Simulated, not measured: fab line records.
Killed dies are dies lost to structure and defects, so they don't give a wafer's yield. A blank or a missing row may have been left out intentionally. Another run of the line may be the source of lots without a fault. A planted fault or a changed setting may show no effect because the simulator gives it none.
fab line records	flow n5-finfet
record lots=24	wafers=72	last-day=18
route steps=1938 shown FIN_CUT@173 STI_FIN_REVEAL@184 DUMMY_GATE@231
lots that met no fault: taken from a fault-free run of the same line
start-h: hours from the record's first day to the start of the lot's first wafer shown	wait-h: how many hours have passed since the lot's step before this one	" the same as in the row above	L1.1+2: a row that stands for several wafers	- value missing, or start not given	* or withheld: withheld	< > ~ a bound
route shown NAME@n: names a module that has steps shown in the file, with the first one's number in the route	usual: average and standard deviation across the fault-free wafers	same: alike in all rows	chamber/n: place in a boat	sites: each site's reading	_std_site: how widely they spread, as a standard deviation	_edge_site: inner sites' mean taken away from outer sites' mean	radius-mm: for every site, how far away it sits from the centre of the wafer	mask NAME#n: copy n	behind: the most recent tool/chamber to have shaped the wafer	hold: what put the lot on hold/how long, in hours/how the hold closed	device: whichever transistor did not switch (one of n, p or np)	end of line: the route-end tests of the same wafers	a step given without rows: its recipe and nothing more	killed: at the first sort, the dies lost to defects and structure; wafer yield is something else	map: the dies of a wafer, with x for killed, . for not killed, _ for no die there
set.NAME: the setting as run; set.NAME@STEP: as run at that earlier step	model.NAME: the simulator's own value behind a step, which no gauge read
the route's steps for a sample of lots (tables are steps, rows are wafers)
services: from which hour (start-h, from the record's first day; less than 0 if before it) a tool's chamber was out of use, for how many hours, and why
## steps
# step N5_FIN_CUT_CUT_ETCH_26
# recipe chemistry=CH3F/O2	target=SiNx	target-depth-a=390	mask-material=SOC	time-s=55.7	pressure-mtorr=30	source-w=395	bias-w=73	Ar_flow_sccm=150	CH3F_flow_sccm=30	O2_flow_sccm=20	ion-energy-ev=120
# usual drypump-motor-current-A=5.8/0.33	oes_f_703_au=0.76/0.085	oes-product-au=0.76/0.07	rf-vpp-V=296/8.4	showerhead-plenum-p-Torr=1.98/0.082	throttle-valve-pct=16.37/0.25
lot.wafer	tool	chamber	start-h	wait-h	drypump-motor-current-A	oes_f_703_au	oes-product-au	rf-hours-counter-h	rf-vpp-V	showerhead-plenum-p-Torr	throttle-valve-pct
L074.1	rie-diel-06	2	27.64	0.0	5.9	0.67	0.71	198	305	2.06	16.35
L074.2	"	3	"	"	6.0	0.84	0.82	79	284	1.97	16.43
L074.3	"	1	"	"	6.2	0.69	0.68	237	293	1.98	16.85
L075.1	rie-diel-06	2	33.65	0.0	5.9	0.68	0.70	200	307	2.06	16.34
L075.4	"	0	"	"	5.5	0.75	0.73	186	293	1.91	16.47
L075.6	"	1	"	"	6.2	0.70	0.68	-	292	1.98	16.86
L076.3	rie-diel-04	2	40.24	0.0	6.1	0.68	0.73	204	315	2.10	16.78
L076.4	"	1	"	"	6.1	0.72	0.77	121	297	2.10	16.17
L076.5	"	3	"	"	5.7	0.84	0.82	-	292	1.87	16.06
L077.4	rie-diel-03	3	45.79	0.0	5.5	0.72	0.71	-	290	1.92	16.30
L077.5	"	1	"	"	5.6	0.81	0.78	-	292	1.92	16.55
L077.6	"	2	"	"	6.5	0.73	0.70	-	290	1.99	16.29
L078.2	rie-diel-04	0	53.40	0.0	5.4	0.79	0.79	128	295	1.92	16.09
L078.4	"	2	"	"	6.0	0.68	0.72	207	315	2.09	16.78
L078.5	"	0	"	"	5.4	0.79	0.79	-	295	1.92	16.08
L079.1	rie-diel-03	2	58.48	0.0	6.5	0.73	0.70	215	289	1.99	16.30
L079.2	"	3	"	"	5.5	0.72	0.72	202	288	1.92	16.29
L079.3	"	1	"	"	5.6	0.80	0.78	153	292	1.92	16.55
L080.2	rie-diel-04	2	64.78	0.0	6.0	0.67	0.72	210	315	2.09	16.77
L080.4	"	3	"	"	5.6	0.84	0.82	80	293	1.87	16.06
L080.5	"	3	"	"	5.6	0.84	0.82	-	292	1.87	16.07
L081.2	rie-diel-03	1	68.86	0.0	5.6	0.81	0.77	157	292	1.92	16.58
L081.3	"	0	"	"	5.9	1.05	0.97	0	290	2.04	16.31
L081.5	"	3	"	"	5.5	0.71	0.71	-	290	1.92	16.30
L082.1	rie-diel-03	2	75.97	0.0	6.5	0.72	0.69	221	290	1.98	16.28
L082.4	"	3	"	"	5.5	0.72	0.70	209	291	1.91	16.33
L082.6	"	3	"	"	5.5	0.72	0.70	-	291	1.91	16.32
L083.1	rie-diel-03	2	82.13	0.0	6.5	0.72	0.70	223	290	1.98	16.31
L083.3	"	1	"	"	5.6	0.80	0.76	160	292	1.91	16.60
L083.4	"	0	"	"	5.9	1.01	0.96	4	291	2.04	16.32
L084.1	rie-diel-04	3	88.36	0.0	5.7	0.82	0.80	88	292	1.87	16.08
L084.4	"	0	"	"	5.4	0.78	0.78	135	293	1.92	16.10
L084.6	"	3	"	"	5.7	0.83	0.80	-	290	1.87	16.09
L085.1	rie-diel-04	2	93.85	0.0	6.1	0.66	0.71	220	315	2.09	16.81
L085.2	"	3	"	"	5.6	0.82	0.82	90	293	1.87	16.08
L085.3	"	0	"	"	5.5	0.78	0.79	137	294	1.92	16.12
L086.3	rie-diel-04	0	101.01	0.0	5.4	0.77	0.78	139	295	1.92	16.11
L086.4	"	2	"	"	6.1	0.67	0.71	222	314	2.09	16.81
L086.6	"	2	"	"	6.0	0.67	0.71	-	315	2.09	16.80
L087.2	rie-diel-04	0	106.93	0.0	5.4	0.78	0.78	141	294	1.91	16.10
L087.3	"	3	"	"	5.6	0.82	0.81	95	294	1.87	16.08
L087.4	"	1	"	"	6.2	0.70	0.74	143	298	2.09	16.22
L088.3	rie-diel-06	3	114.89	0.0	6.0	0.82	0.80	107	282	1.96	16.49
L088.4	"	2	"	"	5.9	0.66	0.68	225	306	2.05	16.40
L088.5	"	1	"	"	6.2	0.96	0.95	-	293	1.98	16.38
L089.2	rie-diel-04	1	119.39	0.0	6.2	0.70	0.74	147	298	2.09	16.23
L089.4	"	0	"	"	5.4	0.77	0.77	-	294	1.91	16.12
L089.5	"	2	"	"	6.1	0.65	0.71	-	314	2.09	16.82
L090.1	rie-diel-04	1	123.30	0.0	6.1	0.70	0.73	149	297	2.09	16.22
L090.2	"	0	"	"	5.4	0.77	0.77	147	294	1.91	16.12
L090.3	"	2	"	"	6.1	0.66	0.70	231	313	2.09	16.81
L091.1	rie-diel-06	1	134.97	0.0	6.2	0.94	0.94	13	294	1.97	16.40
L091.5	"	2	"	"	5.9	0.66	0.68	-	306	2.05	16.41
L091.6	"	1	"	"	6.2	0.94	0.94	-	293	1.97	16.39
L092.1	rie-diel-04	1	136.62	0.0	6.2	0.69	0.73	154	296	2.09	16.24
L092.3	"	3	"	"	5.6	0.82	0.80	101	292	1.87	16.10
L092.4	"	0	"	"	5.4	0.77	0.76	152	294	1.91	16.14
L093.2	rie-diel-04	3	140.94	0.0	5.6	0.81	0.80	102	291	1.87	16.11
L093.4	"	2	"	"	6.1	0.66	0.70	236	314	2.08	16.83
L093.6	"	2	"	"	6.0	0.66	0.70	-	314	2.08	16.82
L094.2	rie-diel-04	2	147.95	0.0	6.1	0.66	0.70	238	314	2.08	16.81
L094.3	"	0	"	"	5.4	0.76	0.76	155	294	1.91	16.12
L094.5	"	1	"	"	6.2	0.70	0.73	-	297	2.09	16.25
L095.1	rie-diel-06	3	153.43	0.0	6.0	0.80	0.79	118	284	1.95	16.51
L095.4	"	2	"	"	5.9	0.65	0.67	237	305	2.04	16.41
L095.6	"	2	"	"	5.9	0.66	0.68	-	305	2.04	16.39
L096.1	rie-diel-06	2	163.16	0.0	5.9	0.66	0.67	240	307	2.04	16.42
L096.4	"	0	"	"	5.5	0.72	0.69	225	293	1.90	16.53
L096.6	"	3	"	"	6.0	0.80	0.78	-	282	1.95	16.50
L097.2	rie-diel-04	3	169.88	0.0	5.6	0.80	0.80	111	292	1.86	16.11
L097.5	"	3	"	"	5.6	0.80	0.79	-	292	1.86	16.13
L097.6	"	0	"	"	5.4	0.76	0.75	-	294	1.91	16.16
# step N5_STI_FIN_REVEAL_ALD_14
# recipe material=Si3N4	target-thk-a=30	temp-c=400	ald-precursor-family=SiH2I2	ald-co-reactant=N2/H2-plasma	pressure-torr=2
# usual heater-power-w=829/79
lot.wafer	tool	chamber	start-h	wait-h	heater-power-w
L074.1	ald-sin-02	0	28.20	0.0	816
L074.2	"	3	"	"	767
L074.3	"	1	"	"	775
L075.1	ald-sin-01	0	34.33	0.0	734
L075.4	"	1	"	"	936
L075.6	"	1	"	"	926
L076.3	ald-sin-01	2	40.83	0.0	807
L076.4	"	3	"	"	771
L076.5	"	1	"	"	896
L077.4	ald-sin-04	3	46.70	0.0	967
L077.5	"	1	"	"	790
L077.6	"	0	"	"	732
L078.2	ald-sin-04	0	54.28	0.0	720
L078.4	"	1	"	"	780
L078.5	"	3	"	"	982
L079.1	ald-sin-01	0	59.04	0.0	746
L079.2	"	3	"	"	806
L079.3	"	2	"	"	814
L080.2	ald-sin-01	1	65.36	0.0	914
L080.4	"	2	"	"	800
L080.5	"	2	"	"	826
L081.2	ald-sin-01	0	70.04	0.0	744
L081.3	"	3	"	"	809
L081.5	"	3	"	"	801
L082.1	ald-sin-02	1	76.53	0.0	779
L082.4	"	0	"	"	810
L082.6	"	1	"	"	794
L083.1	ald-sin-04	3	82.69	0.0	977
L083.3	"	2	"	"	901
L083.4	"	0	"	"	712
L084.1	ald-sin-04	2	90.78	0.0	896
L084.4	"	3	"	"	933
L084.6	"	2	"	"	895
L085.1	ald-sin-02	3	94.83	0.0	771
L085.2	"	0	"	"	797
L085.3	"	2	"	"	914
L086.3	ald-sin-04	1	101.94	0.0	773
L086.4	"	2	"	"	880
L086.6	"	1	"	"	801
L087.2	ald-sin-04	2	108.92	0.0	894
L087.3	"	3	"	"	988
L087.4	"	1	"	"	786
L088.3	ald-sin-04	2	115.57	0.0	879
L088.4	"	0	"	"	731
L088.5	"	2	"	"	902
L089.2	ald-sin-04	2	120.08	0.0	891
L089.4	"	3	"	"	967
L089.5	"	2	"	"	883
L090.1	ald-sin-02	0	124.87	0.0	780
L090.2	"	2	"	"	927
L090.3	"	1	"	"	776
L091.1	ald-sin-02	2	135.53	0.0	914
L091.5	"	2	"	"	915
L091.6	"	3	"	"	744
L092.1	ald-sin-01	0	137.50	0.0	754
L092.3	"	2	"	"	810
L092.4	"	1	"	"	912
L093.2	ald-sin-01	1	141.54	0.0	919
L093.4	"	3	"	"	795
L093.6	"	2	"	"	827
L094.2	ald-sin-04	2	148.52	0.0	892
L094.3	"	0	"	"	729
L094.5	"	1	"	"	790
L095.1	ald-sin-02	1	154.27	0.0	780
L095.4	"	2	"	"	935
L095.6	"	2	"	"	926
L096.1	ald-sin-04	2	164.93	0.0	880
L096.4	"	3	"	"	941
L096.6	"	2	"	"	873
L097.2	ald-sin-02	3	171.93	0.0	759
L097.5	"	0	"	"	797
L097.6	"	1	"	"	794
# step N5_STI_FIN_REVEAL_CMP_04
# recipe stop-on=Si3N4	t-overpolish-s=4	down-force-psi=2	platen-rpm=54.18	post-cmp-clean=alkaline-brush	pad-velocity-m-s=1.078	target-thk-nm=131.83
# usual motor-current-A=8.3/0.86	overpolish-run-s=4.001/0.0087	time-to-endpoint-s=102/5.7
lot.wafer	tool	chamber	start-h	wait-h	motor-current-A	overpolish-run-s	time-to-endpoint-s
L074.3	cmp-03	3	33.25	0.0	8.9	4.006	106
L074.1	"	0	"	"	9.3	4.021	106
L074.2	"	2	"	"	8.4	4.000	107
L075.1	cmp-02	2	40.05	0.1	8.1	4.000	102
L075.4	"	3	"	"	7.4	3.994	92
L075.6	"	0	"	"	8.9	3.995	98
L076.3	cmp-03	1	45.92	0.1	7.6	4.022	97
L076.4	"	3	"	"	9.0	4.006	101
L076.5	"	0	"	"	9.2	4.010	100
L077.4	cmp-03	1	52.42	0.1	7.4	3.988	96
L077.5	"	3	"	"	8.9	3.993	102
L077.6	"	0	"	"	9.5	3.999	98
L078.2	cmp-02	2	59.36	0.1	7.9	4.013	106
L078.4	"	3	"	"	7.5	4.010	90
L078.5	"	2	"	"	7.5	4.005	100
L079.3	cmp-03	2	64.69	0.0	7.9	3.998	108
L079.1	"	3	"	"	8.3	3.992	107
L079.2	"	1	"	"	7.6	4.004	97
L080.2	cmp-03	3	70.40	0.0	8.8	4.010	104
L080.4	"	1	"	"	7.9	3.997	100
L080.5	"	0	"	"	9.2	4.015	99
L081.2	cmp-02	1	75.33	0.0	8.3	4.005	93
L081.3	"	0	"	"	9.3	3.984	97
L081.5	"	1	"	"	8.4	3.981	92
L082.4	cmp-01	0	81.58	0.0	6.8	3.999	116
L082.1	"	2	"	"	8.6	4.007	103
L082.6	"	1	"	"	7.1	3.997	102
L083.4	cmp-02	1	87.77	0.1	8.1	3.999	92
L083.3	"	2	"	"	7.7	4.016	107
L083.1	"	3	"	"	7.5	4.012	92
L084.4	cmp-01	0	95.82	0.0	7.3	3.995	117
L084.1	"	1	"	"	6.8	4.008	111
L084.6	"	1	"	"	6.8	4.001	111
L085.3	cmp-01	1	99.86	0.0	6.7	4.007	109
L085.2	"	3	"	"	9.6	4.002	113
L085.1	"	0	"	"	6.8	4.016	116
L086.4	cmp-01	0	107.59	0.0	7.6	3.994	111
L086.3	"	1	"	"	6.8	3.997	108
L086.6	"	1	"	"	6.5	3.991	105
L087.3	cmp-03	3	113.99	0.1	8.9	3.982	104
L087.4	"	1	"	"	7.9	4.004	97
L087.2	"	2	"	"	8.1	4.019	100
L088.4	cmp-03	0	120.64	0.1	9.0	4.023	99
L088.3	"	1	"	"	7.8	4.003	96
L088.5	"	0	"	"	9.3	4.000	100
L089.4	cmp-02	1	125.13	0.0	8.6	3.992	97
L089.2	"	2	"	"	7.9	3.996	101
L089.5	"	1	"	"	8.5	4.005	99
L090.3	cmp-01	2	129.91	0.0	9.1	4.005	98
L090.2	"	3	"	"	9.3	3.992	103
L090.1	"	1	"	"	6.6	4.007	97
L091.1	cmp-02	3	140.62	0.1	7.4	3.993	98
L091.6	"	2	"	"	7.6	4.001	109
L091.5	"	3	"	"	7.7	4.001	102
L092.3	cmp-03	3	142.54	0.0	8.9	4.000	104
L092.4	"	0	"	"	8.9	3.998	99
L092.1	"	1	"	"	8.1	3.996	98
L093.2	cmp-02	1	146.62	0.1	8.2	4.012	98
L093.4	"	3	"	"	7.3	3.997	90
L093.6	"	0	"	"	9.3	4.007	102
L094.3	cmp-02	0	153.56	0.0	9.2	4.010	101
L094.2	"	1	"	"	9.0	3.999	98
L094.5	"	0	"	"	8.9	3.988	102
L095.4	cmp-02	0	159.31	0.0	9.2	4.004	98
L095.1	"	3	"	"	7.2	3.996	97
L095.6	"	0	"	"	8.8	4.013	102
L096.1	cmp-01	1	169.97	0.0	6.4	3.998	102
L096.4	"	2	"	"	9.0	4.008	98
L096.6	"	1	"	"	6.6	4.001	99
L097.2	cmp-03	0	176.97	0.0	9.5	3.997	99
L097.6	"	0	"	"	9.1	4.007	102
L097.5	"	1	"	"	7.5	3.993	99
# step N5_DUMMY_GATE_CD_MEAS_15
# recipe target-cd-nm=25.8	landing-energy-ev=500	detector=se-inlens
# usual cd-nm=24.96/0.26
lot.wafer	tool	chamber	start-h	wait-h	cd-nm
L074.1	cd-sem-03	0	45.34	-	25.12
L074.2	"	0	"	"	25.36
L074.3	"	0	"	"	25.16
L075.1	cd-sem-01	0	53.42	-	24.65
L075.4	"	0	"	"	24.61
L075.6	"	0	"	"	24.07
L076.3	cd-sem-03	0	57.97	-	24.78
L076.4	"	0	"	"	25.31
L076.5	"	0	"	"	24.82
L077.4	cd-sem-03	0	66.24	-	25.04
L077.5	"	0	"	"	24.88
L077.6	"	0	"	"	24.87
L078.2	cd-sem-02	0	71.60	-	24.72
L078.4	"	0	"	"	25.14
L078.5	"	0	"	"	24.65
L079.1	cd-sem-03	0	77.65	-	25.06
L079.2	"	0	"	"	25.39
L079.3	"	0	"	"	25.46
L080.2	cd-sem-03	0	84.17	-	25.34
L080.4	"	0	"	"	25.06
L080.5	"	0	"	"	25.36
L081.2	cd-sem-03	0	88.49	-	25.04
L081.3	"	0	"	"	24.51
L081.5	"	0	"	"	24.98
L082.1	cd-sem-03	0	96.30	-	25.11
L082.4	"	0	"	"	24.67
L082.6	"	0	"	"	25.02
L083.1	cd-sem-02	0	100.56	-	24.59
L083.3	"	0	"	"	24.99
L083.4	"	0	"	"	24.78
L084.1	cd-sem-02	0	108.09	-	25.02
L084.4	"	0	"	"	24.52
L084.6	"	0	"	"	24.84
L085.1	cd-sem-02	0	112.37	-	24.92
L085.2	"	0	"	"	24.72
L085.3	"	0	"	"	24.87
L086.3	cd-sem-02	0	119.94	-	24.43
L086.4	"	0	"	"	24.94
L086.6	"	0	"	"	24.53
L087.2	cd-sem-01	0	126.28	-	25.15
L087.3	"	0	"	"	25.04
L087.4	"	0	"	"	24.89
L088.3	cd-sem-01	0	136.11	-	24.46
L088.4	"	0	"	"	25.10
L088.5	"	0	"	"	24.94
L089.2	cd-sem-02	0	137.20	-	25.28
L089.4	"	0	"	"	24.79
L089.5	"	0	"	"	25.12
L090.1	cd-sem-01	0	144.13	-	24.80
L090.2	"	0	"	"	24.85
L090.3	"	0	"	"	24.71
L091.1	cd-sem-02	0	152.96	-	25.20
L091.5	"	0	"	"	25.03
L091.6	"	0	"	"	24.91
L092.1	cd-sem-03	0	154.59	-	24.97
L092.3	"	0	"	"	25.07
L092.4	"	0	"	"	25.23
L093.2	cd-sem-03	0	160.88	-	25.05
L093.4	"	0	"	"	25.32
L093.6	"	0	"	"	25.51
L094.2	cd-sem-03	0	167.82	-	24.95
L094.3	"	0	"	"	25.26
L094.5	"	0	"	"	24.69
L095.1	cd-sem-01	0	171.38	-	25.51
L095.4	"	0	"	"	25.15
L095.6	"	0	"	"	25.16
L096.1	cd-sem-02	0	184.10	-	25.07
L096.4	"	0	"	"	24.69
L096.6	"	0	"	"	24.71
L097.2	cd-sem-03	0	189.08	-	24.92
L097.5	"	0	"	"	24.79
L097.6	"	0	"	"	25.12
# step N5_DUMMY_GATE_ETCH_37
# recipe chemistry=N2/H2	target=SOC	target-depth-a=600	overetch-a=300	temp-c=40	ion-energy-ev=200	pressure-mtorr=30	source-w=840	bias-w=150	n2-flow-sccm=200	h2-flow-sccm=200
# usual drypump-motor-current-A=5.9/0.31	oes-product-au=0.60/0.052	rf-vpp-V=522.8/2.8	showerhead-plenum-p-Torr=2.49/0.1	throttle-valve-pct=17.73/0.24
lot.wafer	tool	chamber	start-h	wait-h	drypump-motor-current-A	oes-product-au	rf-hours-counter-h	rf-vpp-V	showerhead-plenum-p-Torr	throttle-valve-pct
L074.1	rie-diel-04	3	45.62	0.0	5.7	0.66	75	520.6	2.36	17.37
L074.2	"	1	"	"	6.2	0.61	122	527.0	2.63	17.43
L074.3	"	2	"	"	6.0	0.57	205	524.3	2.62	17.98
L075.1	rie-diel-03	1	54.46	0.0	5.6	0.61	151	520.3	2.43	17.99
L075.4	"	1	"	"	5.6	0.61	-	520.7	2.43	18.00
L075.6	"	2	"	"	6.6	0.57	-	523.9	2.50	17.46
L076.3	rie-diel-06	0	58.24	0.0	5.4	0.57	194	520.2	2.40	17.82
L076.4	"	1	"	"	6.2	0.54	246	521.5	2.50	18.30
L076.5	"	3	"	"	6.0	0.63	-	520.6	2.45	17.65
L077.4	rie-diel-04	2	66.52	0.0	6.1	0.56	-	526.6	2.62	18.00
L077.5	"	3	"	"	5.6	0.65	-	520.9	2.36	17.38
L077.6	"	1	"	"	6.2	0.63	-	525.6	2.63	17.44
L078.2	rie-diel-06	0	71.99	0.0	5.5	0.57	198	518.5	2.40	17.85
L078.4	"	2	"	"	5.9	0.55	212	525.6	2.63	17.85
L078.5	"	2	"	"	5.9	0.56	-	525.3	2.63	17.86
L079.1	rie-diel-04	3	77.99	0.0	5.6	0.64	85	517.9	2.36	17.40
L079.2	"	2	"	"	6.0	0.56	216	526.2	2.62	18.02
L079.3	"	1	"	"	6.2	0.61	133	526.4	2.63	17.45
L080.2	rie-diel-04	0	84.45	0.0	5.4	0.62	134	521.5	2.43	17.49
L080.4	"	2	"	"	6.1	0.56	217	525.5	2.62	18.02
L080.5	"	0	"	"	5.5	0.62	-	521.2	2.43	17.50
L081.2	rie-diel-04	3	88.94	0.0	5.7	0.64	89	520.0	2.35	17.41
L081.3	"	0	"	"	5.4	0.62	135	519.7	2.43	17.50
L081.5	"	3	"	"	5.6	0.65	-	519.2	2.35	17.40
L082.1	rie-diel-04	1	96.58	0.0	6.2	0.61	139	527.9	2.62	17.46
L082.4	"	0	"	"	5.4	0.61	138	523.1	2.43	17.50
L082.6	"	2	"	"	6.1	0.56	-	526.1	2.62	18.00
L083.1	rie-diel-03	0	101.18	0.0	5.8	0.73	11	525.3	2.59	17.95
L083.3	"	2	"	"	6.5	0.56	229	524.4	2.49	17.51
L083.4	"	3	"	"	5.5	0.57	214	519.8	2.41	17.67
L084.1	rie-diel-06	1	108.36	0.0	6.2	0.75	5	522.5	2.50	17.85
L084.4	"	3	"	"	6.0	0.63	104	521.7	2.44	17.67
L084.6	"	2	"	"	5.9	0.55	-	527.7	2.62	17.87
L085.1	rie-diel-04	3	112.72	0.0	5.6	0.64	97	518.7	2.35	17.42
L085.2	"	1	"	"	6.2	0.61	145	525.3	2.62	17.48
L085.3	"	0	"	"	5.4	0.60	143	520.4	2.43	17.51
L086.3	rie-diel-06	3	120.28	0.0	6.0	0.63	108	521.4	2.44	17.68
L086.4	"	0	"	"	5.5	0.56	212	520.2	2.40	17.88
L086.6	"	1	"	"	6.2	0.73	-	522.7	2.50	17.84
L087.2	rie-diel-04	0	126.57	0.0	5.5	0.61	149	520.2	2.42	17.54
L087.3	"	1	"	"	6.2	0.60	151	527.2	2.62	17.46
L087.4	"	2	"	"	6.0	0.55	-	525.7	2.61	18.04
L088.3	rie-diel-06	2	136.38	0.0	5.9	0.55	231	524.7	2.62	17.89
L088.4	"	3	"	"	6.0	0.62	112	521.2	2.44	17.69
L088.5	"	1	"	"	6.2	0.73	-	522.6	2.50	17.83
L089.2	rie-diel-06	1	137.50	0.0	6.2	0.73	14	522.0	2.50	17.84
L089.4	"	3	"	"	6.0	0.62	113	522.3	2.44	17.68
L089.5	"	3	"	"	6.0	0.62	-	521.3	2.44	17.67
L090.1	rie-diel-04	0	144.41	0.0	5.4	0.60	154	520.3	2.42	17.53
L090.2	"	1	"	"	6.2	0.61	156	526.0	2.62	17.48
L090.3	"	2	"	"	6.1	0.55	237	526.0	2.61	18.04
L091.1	rie-diel-04	2	153.41	0.0	6.0	0.55	240	525.6	2.61	18.04
L091.5	"	2	"	"	6.0	0.55	-	524.2	2.61	18.06
L091.6	"	3	"	"	5.7	0.63	-	519.6	2.35	17.44
L092.1	rie-diel-06	1	154.87	0.0	6.2	0.71	19	522.5	2.49	17.87
L092.3	"	2	"	"	5.9	0.54	237	527.2	2.62	17.92
L092.4	"	0	"	"	5.5	0.55	222	519.4	2.39	17.89
L093.2	rie-diel-03	1	161.15	0.0	5.6	0.58	184	521.5	2.42	18.07
L093.4	"	2	"	"	6.5	0.55	246	522.5	2.48	17.54
L093.6	"	0	"	"	5.8	0.70	-	525.1	2.59	17.98
L094.2	rie-diel-04	1	168.10	0.0	6.2	0.59	164	526.4	2.61	17.51
L094.3	"	2	"	"	6.1	0.55	244	526.4	2.61	18.06
L094.5	"	3	"	"	5.6	0.63	-	517.8	2.35	17.44
L095.1	rie-diel-03	1	171.66	0.0	5.6	0.58	187	520.2	2.42	18.07
L095.4	"	2	"	"	6.5	0.55	248	522.8	2.48	17.53
L095.6	"	1	"	"	5.6	0.58	-	520.1	2.42	18.06
L096.1	rie-diel-06	3	184.38	0.0	6.0	0.61	126	522.4	2.43	17.70
L096.4	"	3	"	"	5.9	0.62	-	521.7	2.43	17.71
L096.6	"	0	"	"	5.5	0.55	-	521.2	2.39	17.91
L097.2	rie-diel-06	3	189.35	0.0	6.0	0.61	128	520.5	2.43	17.72
L097.5	"	2	"	"	5.9	0.54	-	525.2	2.61	17.92
L097.6	"	1	"	"	6.2	0.71	-	520.9	2.49	17.88
# step N5_DUMMY_GATE_ETCH_23
# recipe chemistry=HBr/Cl2/O2	HBr_flow_sccm=150	Cl2_flow_sccm=80	O2_flow_sccm=12	bias-w=102	target-depth-a=410	time-s=22.3	target=poly-Si	mask-material=SiO2	pressure-mtorr=10	icp-w=800
# usual drypump-motor-current-A=6.0/0.46	oes-product-au=1.006/0.018	throttle-valve-pct=37.6/0.44
lot.wafer	tool	chamber	start-h	wait-h	drypump-motor-current-A	oes-product-au	rf-hours-counter-h	throttle-valve-pct
L074.1	rie-si-06	0	46.19	0.0	6.4	0.988	145	37.0
L074.2	"	2	"	"	5.7	0.995	89	37.0
L074.3	"	1	"	"	5.9	0.993	129	36.7
L075.1	rie-si-01	3	55.24	0.0	6.4	1.024	126	37.4
L075.4	"	1	"	"	6.7	0.987	145	37.4
L075.6	"	3	"	"	6.4	1.031	-	37.4
L076.3	rie-si-04	2	58.80	0.0	5.6	1.021	140	37.6
L076.4	"	0	"	"	5.5	1.020	86	38.4
L076.5	"	3	"	"	6.6	0.991	-	37.8
L077.4	rie-si-01	3	67.06	0.0	6.4	1.031	127	37.4
L077.5	"	0	"	"	6.3	0.995	-	37.3
L077.6	"	1	"	"	6.7	0.991	-	37.4
L078.2	rie-si-01	3	72.64	0.0	6.4	1.035	127	37.4
L078.4	"	2	"	"	6.0	1.003	7	37.7
L078.5	"	0	"	"	6.3	0.979	-	37.3
L079.1	rie-si-04	3	78.55	0.0	6.6	0.998	181	37.7
L079.2	"	1	"	"	5.7	0.974	179	38.0
L079.3	"	0	"	"	5.5	1.033	86	38.4
L080.2	rie-si-04	1	85.01	0.0	5.7	0.984	179	38.1
L080.4	"	0	"	"	5.5	1.032	86	38.4
L080.5	"	0	"	"	5.5	1.020	-	38.4
L081.2	rie-si-01	1	89.50	0.0	6.6	1.001	146	37.4
L081.3	"	3	"	"	6.4	1.026	127	37.4
L081.5	"	0	"	"	6.3	0.990	-	37.2
L082.1	rie-si-01	0	97.14	0.0	6.4	0.984	7	37.3
L082.4	"	3	"	"	6.4	1.026	127	37.4
L082.6	"	3	"	"	6.3	1.025	-	37.4
L083.1	rie-si-04	0	101.92	0.0	5.5	1.018	86	38.4
L083.3	"	1	"	"	5.7	0.972	180	38.0
L083.4	"	3	"	"	6.6	0.996	182	37.7
L084.1	rie-si-01	2	108.92	0.0	6.0	1.000	8	37.7
L084.4	"	0	"	"	6.3	0.999	7	37.3
L084.6	"	0	"	"	6.3	0.995	-	37.2
L085.1	rie-si-01	3	113.36	0.0	6.3	1.022	128	37.4
L085.2	"	2	"	"	6.0	0.993	8	37.7
L085.3	"	0	"	"	6.3	1.001	7	37.3
L086.3	rie-si-04	1	120.84	0.0	5.7	0.991	180	38.1
L086.4	"	2	"	"	5.6	1.008	141	37.6
L086.6	"	1	"	"	5.7	0.975	-	38.1
L087.2	rie-si-01	1	127.13	0.0	6.7	0.998	147	37.4
L087.3	"	0	"	"	6.3	1.005	7	37.3
L087.4	"	2	"	"	6.1	1.010	8	37.7
L088.3	rie-si-06	1	136.93	0.0	6.0	0.978	130	36.7
L088.4	"	0	"	"	6.4	0.989	146	37.0
L088.5	"	0	"	"	6.4	0.987	-	37.0
L089.2	rie-si-04	0	138.22	0.0	5.5	1.038	87	38.4
L089.4	"	1	"	"	5.7	0.976	180	38.1
L089.5	"	3	"	"	6.6	0.994	-	37.7
L090.1	rie-si-04	3	144.96	0.0	6.6	1.003	182	37.8
L090.2	"	2	"	"	5.6	1.022	142	37.6
L090.3	"	1	"	"	5.7	0.976	180	38.1
L091.1	rie-si-06	2	154.47	0.0	5.8	1.006	91	37.1
L091.5	"	0	"	"	6.4	1.003	-	37.0
L091.6	"	1	"	"	5.9	0.982	-	36.8
L092.1	rie-si-01	3	155.42	0.0	6.4	1.037	128	37.4
L092.3	"	0	"	"	6.3	1.008	8	37.2
L092.4	"	2	"	"	6.0	0.997	9	37.7
L093.2	rie-si-04	0	161.71	0.0	5.5	1.028	88	38.4
L093.4	"	3	"	"	6.6	0.994	183	37.8
L093.6	"	1	"	"	5.7	0.982	-	38.1
L094.2	rie-si-04	1	168.65	0.0	5.7	0.991	181	38.1
L094.3	"	3	"	"	6.6	1.006	183	37.7
L094.5	"	3	"	"	6.6	0.997	-	37.8
L095.1	rie-si-06	1	172.22	0.0	6.0	0.997	131	36.7
L095.4	"	1	"	"	6.0	0.995	-	36.7
L095.6	"	2	"	"	5.8	1.011	-	37.0
L096.1	rie-si-04	1	185.19	0.0	5.7	0.982	181	38.1
L096.4	"	2	"	"	5.6	1.010	142	37.6
L096.6	"	3	"	"	6.6	1.011	-	37.7
L097.2	rie-si-04	3	189.97	0.0	6.6	1.006	183	37.7
L097.5	"	3	"	"	6.6	0.997	-	37.8
L097.6	"	2	"	"	5.6	1.023	-	37.6
## services
tool	chamber	start-h	hours	kind
ald-sin-02	2	4.58	12.0	repair
ald-sin-02	-	5.21	1.0	repair
ald-sin-04	1	27.92	10.5	repair
cmp-02	-	35.37	0.6	repair
ald-sin-01	0	59.39	2.6	repair
rie-diel-04	0	66.29	10.2	repair
ald-sin-04	3	66.35	8.7	repair
ald-sin-02	-	68.53	6.1	pm
cmp-03	-	72.87	18.0	pm
ald-sin-02	1	84.49	15.9	repair
ald-sin-01	-	85.60	14.0	pm
rie-diel-04	2	90.08	1.8	repair
rie-diel-03	3	92.22	7.2	repair
cmp-03	-	95.47	2.7	repair
ald-sin-01	-	99.60	28.1	pm
cmp-02	-	100.69	6.1	pm
cmp-03	-	102.56	0.4	repair
rie-si-04	-	117.87	0.1	repair
rie-si-01	-	125.04	0.4	repair
rie-diel-04	-	136.74	2.8	pm
rie-diel-04	2	157.46	2.1	repair
rie-si-04	2	165.82	3.8	repair
cmp-02	-	173.98	0.5	repair
rie-diel-06	2	178.37	10.6	repair
## key
fault none
